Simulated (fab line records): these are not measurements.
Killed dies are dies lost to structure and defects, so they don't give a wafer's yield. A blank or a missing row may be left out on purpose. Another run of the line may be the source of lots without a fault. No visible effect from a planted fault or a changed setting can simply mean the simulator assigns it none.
Chamber matching	flow nand harc	4 sister chambers for NHARC_P_ZERO_WELL_DESCUM_54 on rie diel-07
The step chemistry O2, time 3 s. 14 wafers are shown with their chamber, then 7 later ones without.

## EACH WAFER AND ITS CHAMBER
wafer	chamber	showerhead plenum p Torr (Torr)	drypump motor current A (A)	throttle valve pct (%)
L861.2	0	1.89	5.8	11.324
L861.3	3	1.80	5.6	11.305
L861.5	1	2.03	6.6	11.291
L864.1	3	1.80	5.7	11.315
L864.2	2	1.89	5.9	11.313
L864.5	3	1.80	5.7	11.300
L868.1	2	1.89	5.9	11.315
L868.2	1	2.02	6.6	11.311
L868.5	0	1.88	5.7	11.303
L871.2	1	2.02	6.6	11.305
L871.4	3	1.80	5.6	11.308
L871.6	2	1.89	5.9	11.316
L875.3	0	1.88	5.8	11.313
L875.4	3	1.79	5.7	11.316

SIGNATURES, as means of the wafers listed above
reading	chamber 0	chamber 1	chamber 2	chamber 3	scatter within a chamber
showerhead plenum p Torr	1.8833	2.0233	1.8900	1.7980	0.00462
drypump motor current A	5.767	6.600	5.900	5.660	0.0432
throttle valve pct	11.31333	11.30233	11.31467	11.30880	0.00787
Rule: a wafer lies at a distance from a chamber equal to the root of the sum of squares, over the readings, of (its reading less the chamber's mean, divided by the reading's scatter). If the next closest chamber is less than 2 further off than the closest, the wafer can't be placed; otherwise it belongs to the closest. The scatter: the root of (the sum of the squares of (reading less its chamber's mean) over the shown wafers, divided by (wafers less chambers)).

## WAFERS WITH NO CHAMBER GIVEN
wafer	showerhead plenum p Torr (Torr)	drypump motor current A (A)	throttle valve pct (%)
L875.5	1.79	5.7	11.311
L880.1	1.88	5.9	11.312
L880.2	1.79	5.7	11.316
L880.6	1.79	5.7	11.305
L883.3	1.78	5.7	11.310
L883.4	1.87	5.8	11.309
L883.5	1.78	5.7	11.321

## WHICH CHAMBER EACH ONE RAN IN
wafer	from the rows above	in truth
L875.5	3	3
L880.1	can't be placed: 2 or 0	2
L880.2	3	3
L880.6	3	3
L883.3	3	3
L883.4	can't be placed: 0 or 2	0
L883.5	3	3
Correct placement for 5 of the 7. These rows do not allow placing 2 (true chamber among the candidates in 2). 0 placed wrongly.
